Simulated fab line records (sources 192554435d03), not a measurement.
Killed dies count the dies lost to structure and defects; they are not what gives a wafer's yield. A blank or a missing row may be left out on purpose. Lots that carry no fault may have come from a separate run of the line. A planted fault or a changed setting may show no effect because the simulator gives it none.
Split-lot study || flow n5Finfet || 39 wafers read from 7 lots, route of 1938 steps

## THE SPLIT
At N5_BEOL_M13_ILD_DEP_00 (deposits SiOC from DEMS/O2, target thk 837.92 nm, time 166.4 s), the setting timeS was moved away from the recipe's 166.4 s on 18 of the 39 wafers read, by -54.6% to +52.7%. All remaining wafers had this setting at the recipe value.

There is no step in the file separating the split from the reading.

## THE READING
M13_ILD_THK at N5_BEOL_M13_THK_MEAS_01, in nm. On this fab line, fault-free wafers typically give 839 nm with a standard deviation of 12 nm.

{"wafer": "L075.1", "tool, chamber at the split": "pecvd-03, 2", "timeS as run, s": 166.4, "against the recipe": "recipe", "M13_ILD_THK, nm": 821, "against lot-mates on the recipe": "-"}
{"wafer": "L075.2", "tool, chamber at the split": "pecvd-03, 1", "timeS as run, s": 166.4, "against the recipe": "recipe", "M13_ILD_THK, nm": 832, "against lot-mates on the recipe": "-"}
{"wafer": "L075.3", "tool, chamber at the split": "pecvd-03, 0", "timeS as run, s": 254.1, "against the recipe": "+52.7%", "M13_ILD_THK, nm": 1267, "against lot-mates on the recipe": "+433"}
{"wafer": "L075.4", "tool, chamber at the split": "pecvd-03, 0", "timeS as run, s": 166.4, "against the recipe": "recipe", "M13_ILD_THK, nm": 850, "against lot-mates on the recipe": "-"}
{"wafer": "L075.5", "tool, chamber at the split": "pecvd-03, 2", "timeS as run, s": 254.1, "against the recipe": "+52.7%", "M13_ILD_THK, nm": 1282, "against lot-mates on the recipe": "+448"}
{"wafer": "L075.6", "tool, chamber at the split": "pecvd-03, 1", "timeS as run, s": 254.1, "against the recipe": "+52.7%", "M13_ILD_THK, nm": 1284, "against lot-mates on the recipe": "+450"}
{"wafer": "L078.1", "tool, chamber at the split": "pecvd-01, 0", "timeS as run, s": 166.4, "against the recipe": "recipe", "M13_ILD_THK, nm": 846, "against lot-mates on the recipe": "-"}
{"wafer": "L078.3", "tool, chamber at the split": "pecvd-01, 1", "timeS as run, s": 166.4, "against the recipe": "recipe", "M13_ILD_THK, nm": 850, "against lot-mates on the recipe": "-"}
{"wafer": "L078.4", "tool, chamber at the split": "pecvd-01, 2", "timeS as run, s": 166.4, "against the recipe": "recipe", "M13_ILD_THK, nm": 867, "against lot-mates on the recipe": "-"}
{"wafer": "L082.1", "tool, chamber at the split": "pecvd-04, 0", "timeS as run, s": 209.7, "against the recipe": "+26.0%", "M13_ILD_THK, nm": 1046, "against lot-mates on the recipe": "+209"}
{"wafer": "L082.2", "tool, chamber at the split": "pecvd-04, 2", "timeS as run, s": 209.7, "against the recipe": "+26.0%", "M13_ILD_THK, nm": 1033, "against lot-mates on the recipe": "+196"}
{"wafer": "L082.3", "tool, chamber at the split": "pecvd-04, 2", "timeS as run, s": 166.4, "against the recipe": "recipe", "M13_ILD_THK, nm": 845, "against lot-mates on the recipe": "-"}
{"wafer": "L082.4", "tool, chamber at the split": "pecvd-04, 0", "timeS as run, s": 166.4, "against the recipe": "recipe", "M13_ILD_THK, nm": 828, "against lot-mates on the recipe": "-"}
{"wafer": "L082.5", "tool, chamber at the split": "pecvd-04, 2", "timeS as run, s": 209.7, "against the recipe": "+26.0%", "M13_ILD_THK, nm": 1050, "against lot-mates on the recipe": "+213"}
{"wafer": "L082.6", "tool, chamber at the split": "pecvd-04, 0", "timeS as run, s": 166.4, "against the recipe": "recipe", "M13_ILD_THK, nm": 838, "against lot-mates on the recipe": "-"}
{"wafer": "L081.1", "tool, chamber at the split": "pecvd-01, 2", "timeS as run, s": 166.4, "against the recipe": "recipe", "M13_ILD_THK, nm": 863, "against lot-mates on the recipe": "-"}
{"wafer": "L081.2", "tool, chamber at the split": "pecvd-01, 0", "timeS as run, s": 166.4, "against the recipe": "recipe", "M13_ILD_THK, nm": 835, "against lot-mates on the recipe": "-"}
{"wafer": "L081.3", "tool, chamber at the split": "pecvd-01, 1", "timeS as run, s": 115.7, "against the recipe": "-30.5%", "M13_ILD_THK, nm": 589, "against lot-mates on the recipe": -259}
{"wafer": "L081.4", "tool, chamber at the split": "pecvd-01, 0", "timeS as run, s": 166.4, "against the recipe": "recipe", "M13_ILD_THK, nm": 846, "against lot-mates on the recipe": "-"}
{"wafer": "L081.5", "tool, chamber at the split": "pecvd-01, 2", "timeS as run, s": 115.7, "against the recipe": "-30.5%", "M13_ILD_THK, nm": 594, "against lot-mates on the recipe": -254}
{"wafer": "L081.6", "tool, chamber at the split": "pecvd-01, 1", "timeS as run, s": 115.7, "against the recipe": "-30.5%", "M13_ILD_THK, nm": 605, "against lot-mates on the recipe": -243}
{"wafer": "L087.1", "tool, chamber at the split": "pecvd-04, 2", "timeS as run, s": 75.47, "against the recipe": "-54.6%", "M13_ILD_THK, nm": 376, "against lot-mates on the recipe": -455}
{"wafer": "L087.2", "tool, chamber at the split": "pecvd-04, 1", "timeS as run, s": 166.4, "against the recipe": "recipe", "M13_ILD_THK, nm": 836, "against lot-mates on the recipe": "-"}
{"wafer": "L087.3", "tool, chamber at the split": "pecvd-04, 0", "timeS as run, s": 166.4, "against the recipe": "recipe", "M13_ILD_THK, nm": 823, "against lot-mates on the recipe": "-"}
{"wafer": "L087.4", "tool, chamber at the split": "pecvd-04, 0", "timeS as run, s": 75.47, "against the recipe": "-54.6%", "M13_ILD_THK, nm": 399, "against lot-mates on the recipe": -432}
{"wafer": "L087.5", "tool, chamber at the split": "pecvd-04, 2", "timeS as run, s": 166.4, "against the recipe": "recipe", "M13_ILD_THK, nm": 834, "against lot-mates on the recipe": "-"}
{"wafer": "L087.6", "tool, chamber at the split": "pecvd-04, 1", "timeS as run, s": 75.47, "against the recipe": "-54.6%", "M13_ILD_THK, nm": 380, "against lot-mates on the recipe": -451}
{"wafer": "L096.1", "tool, chamber at the split": "pecvd-01, 0", "timeS as run, s": 166.4, "against the recipe": "recipe", "M13_ILD_THK, nm": 831, "against lot-mates on the recipe": "-"}
{"wafer": "L096.2", "tool, chamber at the split": "pecvd-01, 2", "timeS as run, s": 120, "against the recipe": "-27.9%", "M13_ILD_THK, nm": 599, "against lot-mates on the recipe": -241}
{"wafer": "L096.3", "tool, chamber at the split": "pecvd-01, 1", "timeS as run, s": 120, "against the recipe": "-27.9%", "M13_ILD_THK, nm": 594, "against lot-mates on the recipe": -246}
{"wafer": "L096.4", "tool, chamber at the split": "pecvd-01, 1", "timeS as run, s": 166.4, "against the recipe": "recipe", "M13_ILD_THK, nm": 841, "against lot-mates on the recipe": "-"}
{"wafer": "L096.5", "tool, chamber at the split": "pecvd-01, 2", "timeS as run, s": 120, "against the recipe": "-27.9%", "M13_ILD_THK, nm": 608, "against lot-mates on the recipe": -232}
{"wafer": "L096.6", "tool, chamber at the split": "pecvd-01, 0", "timeS as run, s": 166.4, "against the recipe": "recipe", "M13_ILD_THK, nm": 848, "against lot-mates on the recipe": "-"}
{"wafer": "L097.1", "tool, chamber at the split": "pecvd-01, 2", "timeS as run, s": 166.4, "against the recipe": "recipe", "M13_ILD_THK, nm": 845, "against lot-mates on the recipe": "-"}
{"wafer": "L097.2", "tool, chamber at the split": "pecvd-01, 1", "timeS as run, s": 166.4, "against the recipe": "recipe", "M13_ILD_THK, nm": 835, "against lot-mates on the recipe": "-"}
{"wafer": "L097.3", "tool, chamber at the split": "pecvd-01, 0", "timeS as run, s": 166.4, "against the recipe": "recipe", "M13_ILD_THK, nm": 840, "against lot-mates on the recipe": "-"}
{"wafer": "L097.4", "tool, chamber at the split": "pecvd-01, 2", "timeS as run, s": 210.9, "against the recipe": "+26.7%", "M13_ILD_THK, nm": 1075, "against lot-mates on the recipe": "+235"}
{"wafer": "L097.5", "tool, chamber at the split": "pecvd-01, 0", "timeS as run, s": 210.9, "against the recipe": "+26.7%", "M13_ILD_THK, nm": 1079, "against lot-mates on the recipe": "+239"}
{"wafer": "L097.6", "tool, chamber at the split": "pecvd-01, 1", "timeS as run, s": 210.9, "against the recipe": "+26.7%", "M13_ILD_THK, nm": 1072, "against lot-mates on the recipe": "+232"}

THE FIT
A straight line over all 39 wafers: M13_ILD_THK changes by +8.31 nm for each +1% of timeS; r = +1.00; the points scatter about the line by 12 nm.
The same after taking each lot's own level away (the mean of its wafers on the recipe; 39 wafers): +8.32 nm for each +1%; r = +1.00; scatter 10 nm.
Per that fit: largest timeS move, reading shift of 4.5e+02 nm.
From 831.0 to 854.3 nm: that is the span of the lots' own levels, equal to 1.9 times the standard deviation above.
Hence the lot-to-lot level has little effect on the slope; both slopes agree.
Check: for one of the wafers moved furthest among these (-54.6%), held out of the fit, the line's prediction against its lot-mates is -454 nm. It came out at -455 nm against them.

## THE WHOLE CHAIN: every reading that the file lists as answering this split, in the file's order
{"step": "N5_BEOL_M13_ILD_DEP_00", "what it does": "deposits SiOC from DEMS/O2, target thk 837.92 nm, time 166.4 s", "reading": "SiOC_of_BEOL_M13_ILD_DEP_00.thkNm (the simulator's own value, which no gauge read)", "change (the file's fit)": "+8.32 nm for each +1% of the setting", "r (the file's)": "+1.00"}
{"step": "N5_BEOL_M13_THK_MEAS_01", "what it does": "", "reading": "M13_ILD_THK", "change (the file's fit)": "+8.32 for each +1% of the setting", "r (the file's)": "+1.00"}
{"step": "N5_BEOL_M13_VIA_ETCH_16", "what it does": "etches SiOC in C4F8/O2/Ar, target depth 921.7 nm", "reading": "coat_of_BEOL_M13_COAT_04.thkNm (the simulator's own value, which no gauge read)", "change (the file's fit)": "-2.1 nm for each +1% of the setting", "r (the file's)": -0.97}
{"step": "N5_BEOL_M13_VIA_ETCH_16", "what it does": "etches SiOC in C4F8/O2/Ar, target depth 921.7 nm", "reading": "etch.depthNm (the simulator's own value, which no gauge read)", "change (the file's fit)": "+8.32 nm for each +1% of the setting", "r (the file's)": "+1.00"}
{"step": "N5_BEOL_M13_STRIP_63", "what it does": "strips in N2/H2", "reading": "oesProductAu", "change (the file's fit)": "not straight: 0.786 at the lowest setting, 0.673 at the recipe, 0.232 at the highest", "r (the file's)": "not given"}
{"step": "N5_BEOL_M13_STRIP_63", "what it does": "strips in N2/H2", "reading": "stripTimeToEndpointS", "change (the file's fit)": "not straight: withheld at the lowest setting, withheld at the recipe, withheld at the highest", "r (the file's)": "not given"}

## THE FILE'S OWN FIT
M13_ILD_THK changes by +8.32 nm for each +1% of timeS, r = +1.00.
